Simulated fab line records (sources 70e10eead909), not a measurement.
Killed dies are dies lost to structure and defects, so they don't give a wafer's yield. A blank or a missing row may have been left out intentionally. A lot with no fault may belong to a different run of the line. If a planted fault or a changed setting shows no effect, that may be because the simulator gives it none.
Which of the tools did it?    flow nand harc    24 lots with 72 wafers sampled at 6 steps, on a route of 1159 steps

== WHAT THE GAUGES READ, wafer by wafer ==
NHARC_P_STI_OCD_MEAS_43.
lot   measured     on      trench depth nm (nm)  trench foot cd nm (nm)
L074  day 2 14:31  ocd-02  300 299 299           159.9 159.6 159.2
L075  day 2 21:13  ocd-02  299 298 298           157.6 155.6 157.5
L076  day 2 21:14  ocd-02  300 301 304           160.6 161.3 157.8
L077  day 3 06:10  ocd-02  296 298 297           160.2 160.0 160.1
L078  day 3 12:16  ocd-02  292 296 299           161.5 163.0 160.9
L079  day 3 19:23  ocd-02  299 304 299           160.9 161.9 160.5
L080  day 4 01:01  ocd-02  301 294 297           156.2 157.0 157.4
L081  day 4 06:11  ocd-02  297 302 297           162.1 162.3 163.0
L082  day 4 12:40  ocd-01  295 298 303           156.9 159.2 157.2
L083  day 4 19:44  ocd-01  307 306 304           157.2 157.0 157.7
L084  day 5 00:38  ocd-01  297 306 297           156.9 155.8 156.4
L086  day 5 08:41  ocd-01  303 305 302           155.3 158.2 159.0
L085  day 5 08:49  ocd-02  305 302 297           154.1 157.1 158.1
L087  day 5 20:10  ocd-01  289 299 298           161.4 157.3 161.3
L088  day 6 02:08  ocd-01  299 303 302           159.3 160.1 161.0
L089  day 6 06:28  ocd-01  307 302 301           158.9 162.7 157.9
L090  day 6 12:16  ocd-02  298 299 299           160.5 163.8 162.6
L091  day 6 18:19  ocd-01  300 302 302           161.4 158.6 158.6
L092  day 7 02:28  ocd-01  305 304 297           160.7 161.9 163.4
L094  day 7 09:02  ocd-01  289 290 297           162.8 159.6 158.4
L093  day 7 09:10  ocd-02  307 303 305           158.3 161.2 163.0
L095  day 7 21:26  ocd-01  303 296 308           158.8 154.4 155.3
L096  day 7 21:35  ocd-02  304 300 300           155.9 156.5 157.8
L097  day 8 06:07  ocd-01  300 296 300           160.3 161.0 156.3

NHARC_P_GATE_CD_MEAS_91 targets a cd of 2000 nm.
lot   measured      on         cd nm (nm)
L074  day 5 08:59   cd sem-03  2001.5 2002.8 2001.5
L075  day 5 19:17   cd sem-03  1998.1 1998.4 1999.9
L076  day 5 19:27   cd sem-02  2001.5 2001.3 2000.5
L077  day 6 02:25   cd sem-02  1998.8 1996.3 1996.5
L078  day 6 10:58   cd sem-01  2001.2 1999.4 2001.3
L079  day 7 02:05   cd sem-01  2004.3 2002.0 2000.8
L080  day 7 00:28   cd sem-03  2002.4 2001.6 2002.0
L081  day 6 23:15   cd sem-02  2004.5 2001.9 2003.4
L082  day 7 09:00   cd sem-01  1996.6 1999.1 1999.1
L083  day 7 13:26   cd sem-03  1997.9 1997.4 1999.5
L084  day 7 13:52   cd sem-01  1998.2 2001.1 1999.6
L086  day 8 15:12   cd sem-01  2003.8 2002.2 2002.8
L085  day 8 21:04   cd sem-01  1998.1 1998.9 1995.7
L087  day 8 14:34   cd sem-02  2001.6 2001.6 2002.3
L088  day 9 01:11   cd sem-02  1996.9 1997.6 1996.5
L089  day 9 07:31   cd sem-03  2000.9 2001.6 2001.8
L090  day 9 06:56   cd sem-01  2001.3 2000.9 2003.2
L091  day 9 16:34   cd sem-02  2001.4 2004.2 2001.6
L092  day 10 05:14  cd sem-01  2002.5 1999.1 2000.6
L094  day 9 22:51   cd sem-01  2003.7 2002.5 2002.0
L093  day 9 23:58   cd sem-03  2001.8 2000.9 2003.1
L095  day 10 16:40  cd sem-01  2000.7 1999.2 2000.7
L096  day 10 17:07  cd sem-02  1997.6 2001.5 2001.4
L097  day 11 05:33  cd sem-03  1998.7 2000.6 2000.5

NHARC_P_CONTACT_OVL_MEAS_13.
lot   measured      on          overlay x nm (nm)  overlay y nm (nm)
L074  day 5 14:05   overlay-02  0.7 0.9 1.6        0.8 0.6 0.2
L075  day 6 00:00   overlay-01  0.1 -0.8 0.4       -0.2 0.1 -0.3
L076  day 6 00:35   overlay-01  -0.4 -0.8 -0.9     -0.1 0.9 0.8
L077  day 6 07:26   overlay-01  0.0 -0.5 -0.5      -0.3 -0.4 -0.1
L078  day 6 15:36   overlay-02  -0.1 -0.6 -1.0     -0.2 -0.4 -0.6
L079  day 7 07:08   overlay-01  0.2 -0.2 -0.2      0.2 0.3 0.2
L080  day 7 05:16   overlay-02  -0.2 -0.1 0.1      -0.2 -0.6 -0.9
L081  day 7 03:58   overlay-02  -0.1 0.8 0.4       0.6 1.0 0.5
L082  day 7 14:19   overlay-01  -1.3 -1.0 -1.2     -0.3 -0.6 -0.2
L083  day 7 18:19   overlay-01  0.9 1.3 1.0        0.7 0.3 0.6
L084  day 7 18:59   overlay-02  -0.2 0.4 -0.2      1.4 1.3 0.8
L086  day 8 20:39   overlay-02  0.8 0.6 1.1        0.8 1.5 1.5
L085  day 9 02:10   overlay-02  -0.5 -0.8 -0.6     -0.6 -0.7 -0.4
L087  day 8 19:49   overlay-02  -0.2 0.4 -0.5      0.0 0.2 0.3
L088  day 9 06:45   overlay-01  1.2 1.3 1.8        0.1 0.1 0.0
L089  day 9 12:39   overlay-01  -1.5 -1.5 -1.4     -0.1 0.3 0.2
L090  day 9 11:39   overlay-02  -2.1 -1.4 -2.5     -0.2 0.0 0.2
L091  day 9 21:26   overlay-02  0.2 0.4 0.1        -0.6 -0.4 -0.7
L092  day 10 10:25  overlay-01  0.8 0.6 0.4        1.0 0.3 0.7
L094  day 10 03:44  overlay-02  0.6 1.0 0.0        -0.4 -0.3 -0.4
L093  day 10 05:16  overlay-02  -0.1 0.0 -0.1      0.0 0.5 0.0
L095  day 10 21:38  overlay-02  -1.8 -1.5 -1.1     1.1 0.8 0.9
L096  day 10 21:58  overlay-01  -0.3 -0.7 -0.3     -0.6 -0.6 -0.5
L097  day 11 10:19  overlay-01  1.0 1.1 1.1        1.4 0.8 1.3

== EACH LOT AND THE TOOL THAT RAN IT (in order: tool; ch and the chambers of the sampled wafers; start) ==
lot   NHARC_P_GATE_DESCUM_48              NHARC_P_GATE_DESCUM_93              NHARC_P_GATE_STRIP_113
L074  rie diel-09 ch 0,1, day 5 05:31     rie diel-11 ch 0,3, day 5 09:10     plasma asher-02 ch 0,1, day 5 09:47
L075  rie diel-10 ch 0,1,3, day 5 15:55   rie diel-09 ch 0,2,3, day 5 19:28   plasma asher-01 ch 0,1, day 5 19:57
L076  rie diel-10 ch 0,1,3, day 5 16:03   rie diel-11 ch 0,2,3, day 5 19:38   plasma asher-02 ch 0,1, day 5 20:02
L077  rie diel-10 ch 0,1,2, day 5 23:07   rie diel-09 ch 1,2, day 6 02:35     plasma asher-02 ch 1, day 6 02:57
L078  rie diel-09 ch 2,3, day 6 07:39     rie diel-10 ch 0,2,3, day 6 11:10   plasma asher-01 ch 0,1, day 6 11:37
L079  rie diel-09 ch 0,3, day 6 22:35     rie diel-11 ch 0,1,2, day 7 02:16   plasma asher-02 ch 0,1, day 7 02:50
L080  rie diel-10 ch 0,1, day 6 20:36     rie diel-11 ch 2,3, day 7 00:38     plasma asher-02 ch 0,1, day 7 01:08
L081  rie diel-10 ch 0,3, day 6 19:56     rie diel-11 ch 1,2, day 6 23:25     plasma asher-01 ch 0,1, day 6 23:47
L082  rie diel-11 ch 0,2,3, day 7 05:41   rie diel-11 ch 0,2,3, day 7 09:10   plasma asher-02 ch 0,1, day 7 09:32
L083  rie diel-10 ch 0,2,3, day 7 10:12   rie diel-11 ch 0,1, day 7 13:36     plasma asher-02 ch 0,1, day 7 14:05
L084  rie diel-11 ch 0,3, day 7 10:30     rie diel-09 ch 1,2, day 7 14:02     plasma asher-01 ch 0,1, day 7 14:48
L086  rie diel-11 ch 0,2,3, day 8 11:49   rie diel-11 ch 0,2, day 8 15:22     plasma asher-01 ch 0,1, day 8 16:29
L085  rie diel-10 ch 0,2,3, day 8 17:44   rie diel-09 ch 1,2, day 8 21:14     plasma asher-01 ch 0,1, day 8 21:36
L087  rie diel-11 ch 2,3, day 8 11:16     rie diel-09 ch 0,2, day 8 14:47     plasma asher-01 ch 0,1, day 8 15:17
L088  rie diel-09 ch 1,2, day 8 21:28     rie diel-10 ch 1,2,3, day 9 01:55   plasma asher-02 ch 0,1, day 9 02:31
L089  rie diel-10 ch 0,1, day 9 04:13     rie diel-09 ch 0,3, day 9 07:41     plasma asher-01 ch 0,1, day 9 08:17
L090  rie diel-09 ch 2,3, day 9 03:46     rie diel-11 ch 0,2, day 9 07:06     plasma asher-02 ch 0,1, day 9 07:30
L091  rie diel-11 ch 0,2, day 9 13:06     rie diel-11 ch 0,2, day 9 16:44     plasma asher-02 ch 0,1, day 9 17:11
L092  rie diel-11 ch 1,2, day 10 01:51    rie diel-11 ch 0,1,2, day 10 05:25  plasma asher-01 ch 1, day 10 05:46
L094  rie diel-10 ch 0,1,3, day 9 19:28   rie diel-11 ch 0,2, day 9 23:01     plasma asher-01 ch 0,1, day 9 23:27
L093  rie diel-10 ch 1,2,3, day 9 20:34   rie diel-11 ch 0,1,2, day 10 00:10  plasma asher-02 ch 0,1, day 10 00:46
L095  rie diel-11 ch 0,2,3, day 10 13:23  rie diel-11 ch 1,2,3, day 10 16:52  plasma asher-01 ch 0,1, day 10 17:13
L096  rie diel-11 ch 1,2,3, day 10 13:32  rie diel-11 ch 1,2,3, day 10 17:17  plasma asher-02 ch 0,1, day 10 17:46
L097  rie diel-10 ch 0,3, day 11 02:30    rie diel-09 ch 0,1,3, day 11 05:44  plasma asher-01 ch 0,1, day 11 06:25
- NHARC_P_GATE_DESCUM_48: chemistry O2, time 3 s.
- NHARC_P_GATE_DESCUM_93: chemistry O2, time 3 s.
- NHARC_P_GATE_STRIP_113: strips in N2/H2, time 740 s.

== AS READ BY THE TOOLS THEMSELVES (means over the sampled wafers that have a number; for cases with no such wafer, the mark the record gives instead) ==
NHARC_P_GATE_DESCUM_48.
lot   tool         drypump motor current A (A)  oes product au (a.u.)  rf vpp V (V)  showerhead plenum p Torr (Torr)  throttle valve pct (%)
L074  rie diel-09  5.3                          1.001                  57.0          1.81                             11.315
L075  rie diel-10  5.4                          1.001                  58.8          1.98                             11.315
L076  rie diel-10  5.4                          1.010                  58.8          1.98                             11.312
L077  rie diel-10  5.4                          1.008                  58.5          1.92                             11.319
L078  rie diel-09  5.7                          0.995                  57.7          1.97                             11.313
L079  rie diel-09  5.4                          1.002                  57.2          1.89                             11.307
L080  rie diel-10  5.4                          1.011                  58.4          1.99                             11.314
L081  rie diel-10  5.4                          1.000                  57.5          1.96                             11.313
L082  rie diel-11  5.4                          1.002                  56.9          1.86                             11.315
L083  rie diel-10  5.5                          0.997                  57.4          1.90                             11.313
L084  rie diel-11  5.2                          1.006                  57.7          1.86                             11.308
L086  rie diel-11  5.4                          1.000                  58.2          1.86                             11.308
L085  rie diel-10  5.5                          1.005                  57.2          1.90                             11.317
L087  rie diel-11  5.6                          0.997                  57.2          1.79                             11.306
L088  rie diel-09  5.9                          1.000                  58.4          1.94                             11.310
L089  rie diel-10  5.3                          1.007                  58.2          1.97                             11.315
L090  rie diel-09  6.1                          1.002                  58.9          1.98                             11.309
L091  rie diel-11  5.7                          1.001                  58.1          1.86                             11.308
L092  rie diel-11  5.8                          1.000                  56.9          1.78                             11.310
L094  rie diel-10  5.3                          0.998                  57.5          1.97                             11.319
L093  rie diel-10  5.5                          1.009                  57.8          1.92                             11.307
L095  rie diel-11  5.4                          1.008                  58.3          1.85                             11.301
L096  rie diel-11  5.5                          0.991                  57.5          1.78                             11.308
L097  rie diel-10  5.4                          0.998                  57.5          1.94                             11.312

NHARC_P_GATE_DESCUM_93.
lot   tool         drypump motor current A (A)  oes product au (a.u.)  rf vpp V (V)  showerhead plenum p Torr (Torr)  throttle valve pct (%)
L074  rie diel-11  5.2                          1.004                  58.4          1.92                             11.304
L075  rie diel-09  5.7                          1.003                  58.5          1.91                             11.311
L076  rie diel-11  5.4                          1.012                  57.7          1.86                             11.314
L077  rie diel-09  5.9                          0.998                  58.2          1.94                             11.319
L078  rie diel-10  5.5                          0.999                  57.9          1.91                             11.312
L079  rie diel-11  5.6                          0.994                  57.4          1.86                             11.312
L080  rie diel-11  5.7                          0.995                  57.4          1.80                             11.315
L081  rie diel-11  5.8                          0.990                  55.9          1.79                             11.314
L082  rie diel-11  5.4                          1.001                  57.3          1.86                             11.304
L083  rie diel-11  5.5                          0.983                  57.8          1.85                             11.313
L084  rie diel-09  5.5                          0.994                  57.8          1.89                             11.304
L086  rie diel-11  5.4                          1.004                  58.4          1.93                             11.307
L085  rie diel-09  5.5                          0.991                  57.2          1.89                             11.310
L087  rie diel-09  6.0                          1.009                  57.8          1.92                             11.315
L088  rie diel-10  5.5                          1.003                  57.2          1.92                             11.309
L089  rie diel-09  5.4                          1.012                  56.8          1.83                             11.311
L090  rie diel-11  5.6                          1.004                  57.9          1.86                             11.309
L091  rie diel-11  5.6                          1.010                  57.2          1.86                             11.314
L092  rie diel-11  5.6                          1.010                  57.4          1.85                             11.305
L094  rie diel-11  5.6                          1.008                  58.6          1.86                             11.307
L093  rie diel-11  5.5                          0.998                  57.6          1.85                             11.310
L095  rie diel-11  5.5                          1.001                  57.1          1.78                             11.302
L096  rie diel-11  5.6                          0.990                  57.2          1.78                             11.310
L097  rie diel-09  5.2                          0.988                  57.2          1.85                             11.321

NHARC_P_GATE_STRIP_113.
lot   tool             drypump motor current A (A)  heater power w (W)
L074  plasma asher-02  5.5                          82
L075  plasma asher-01  5.9                          93
L076  plasma asher-02  5.5                          83
L077  plasma asher-02  5.0                          80
L078  plasma asher-01  5.7                          98
L079  plasma asher-02  5.5                          82
L080  plasma asher-02  5.5                          83
L081  plasma asher-01  5.9                          93
L082  plasma asher-02  5.5                          82
L083  plasma asher-02  5.5                          82
L084  plasma asher-01  5.8                          98
L086  plasma asher-01  5.8                          92
L085  plasma asher-01  5.9                          94
L087  plasma asher-01  5.7                          99
L088  plasma asher-02  5.5                          81
L089  plasma asher-01  5.7                          97
L090  plasma asher-02  6.0                          85
L091  plasma asher-02  6.0                          85
L092  plasma asher-01  6.0                          87
L094  plasma asher-01  5.8                          93
L093  plasma asher-02  5.5                          82
L095  plasma asher-01  5.9                          93
L096  plasma asher-02  5.6                          81
L097  plasma asher-01  5.8                          99

== THE ANSWER, worked out from the rows above alone ==
Rule: what is usual is taken from the lots themselves. The widest of any qualifying gaps counts: lots, ordered by their means at a reading, are off when they make up no more than a third of the lots, leave a main group of 4 or more, and stand apart from it by 3 or more times the standard deviation of that group's means. A main group is skipped when, at the precision printed for the reading in the tables above, its means are all equal. A lot without any number at a reading at which 4 lots or more have one is off too. Any other lot the step has rows for is counted as sound. Order of review: gauges by route order, followed by the tools' own readings, for which a lot's mean as printed above is used. At the first step where some lot is off, the reading lying furthest off is the one used; lots without a number count as furthest.
Across all readings shown, no lot is off: no conclusion can be drawn from this.

== WHAT HAD BEEN PUT IN BY THE SIMULATOR ==
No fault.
